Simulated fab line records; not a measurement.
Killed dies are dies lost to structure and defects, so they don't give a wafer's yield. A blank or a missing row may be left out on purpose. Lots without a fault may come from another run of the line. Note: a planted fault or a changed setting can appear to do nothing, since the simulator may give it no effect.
A struck lot beside a sound one / flow n5-finfet / 14 out of 1938 route steps
Sound: wafers L487.1, L487.2, L487.3. Struck: wafers L482.2, L482.3, L482.6. At the end, the cause is stated.
At each step with rows: each side's tool, then ch and its chambers, then its first start. Under that, the readings that differ: sound wafers / struck wafers / difference of the means / sigmas: that difference in standard deviations of wafers without a fault.
alike: words and numbers the same on both sides, and readings whose means are apart by under 2 such deviations; not compared: readings that were withheld, readings missing a value for some wafer, numbers with overlapping values and no deviation given by the record, and bounds like >300 which may hide the same value.
Wherever a step has rows on one side only, a row that says differs or no value, or a row with sigmas, the two part there. Numbers that have no deviation but don't overlap get no sigmas and don't part them. A reading missing from all wafers of one side parts the sides only when that side holds two or more wafers.

N5_BEOL_M1_ILD_DEP_00: deposits SiOC from DEMS/O2, target thk 79 nm, time 15.3 s.
  sound on pecvd-01 ch 0,1,2, day 10 14:53; struck on pecvd-01 ch 0,1, day 9 04:45
  alike: heater-power-w, showerhead-plenum-p-Torr, throttle-valve-pct
N5_BEOL_M1_THK_MEAS_01:
  sound on film-metro-02, day 10 14:56; struck on film-metro-02, day 9 04:49
  alike: M1_ILD_THK
N5_BEOL_M1_PECVD_72: deposits SiO2 from TEOS/O2, target thk 16 nm, time 18 s.
  sound on pecvd-03 ch 0,1,2, day 10 14:59; struck on pecvd-04 ch 1,2, day 9 04:51
  alike: heater-power-w, showerhead-plenum-p-Torr, throttle-valve-pct
N5_BEOL_M1_HM_DEP_02: deposits TiN, target thk 20 nm.
  sound on pvd-sputter-01, day 10 16:05; struck on pvd-sputter-03, day 9 06:11
  alike: throttle-valve-pct
then, 8 steps without rows for these wafers: N5_BEOL_M1_COAT_61 (time 60 s, resist thk 60 nm); N5_BEOL_M1_COAT_62 (time 60 s, resist thk 12 nm); N5_BEOL_M1_COAT_73 (time 60 s, resist thk 5 nm); N5_BEOL_M1_COAT_05 (resist thk 30 nm); N5_BEOL_M1_EBR_07; N5_BEOL_M1_SOFTBAKE_06 (time 60 s); N5_BEOL_M1_EXPOSE_08 (exposes mask M1); N5_BEOL_M1_PEB_09 (peb time 60 s).
N5_BEOL_M1_DEVELOP_10: develop time 30 s.
  struck on litho-track-04, day 9 06:31; sound on litho-track-04 ch 0, day 10 16:25
  no value came back on the struck wafers for chill-plate-temp-C (C), develop-time-s (s); on the sound wafers chill-plate-temp-C (C) reads 22.94 23.07 22.95
reading=model.CAR-EUV_of_BEOL_M1_COAT_05.thk-nm (nm); sound=29.6 29.6 29.6; struck=30 30 30.2; difference=+0; sigmas=
N5_BEOL_M1_CD_MEAS_11 targets a cd of 17.05 nm.
  sound on cd-sem-01 ch 0, day 10 16:29; struck on cd-sem-02 ch 0, day 9 06:34
reading=cd-nm (nm); sound=17.01 16.96 17.05; struck=- - -; difference=no value on the struck wafers; sigmas=

WHERE THEY PART
Last at N5_BEOL_M1_CD_MEAS_11 as far as this record goes, first at N5_BEOL_M1_DEVELOP_10.

WHY: what the simulator had put in
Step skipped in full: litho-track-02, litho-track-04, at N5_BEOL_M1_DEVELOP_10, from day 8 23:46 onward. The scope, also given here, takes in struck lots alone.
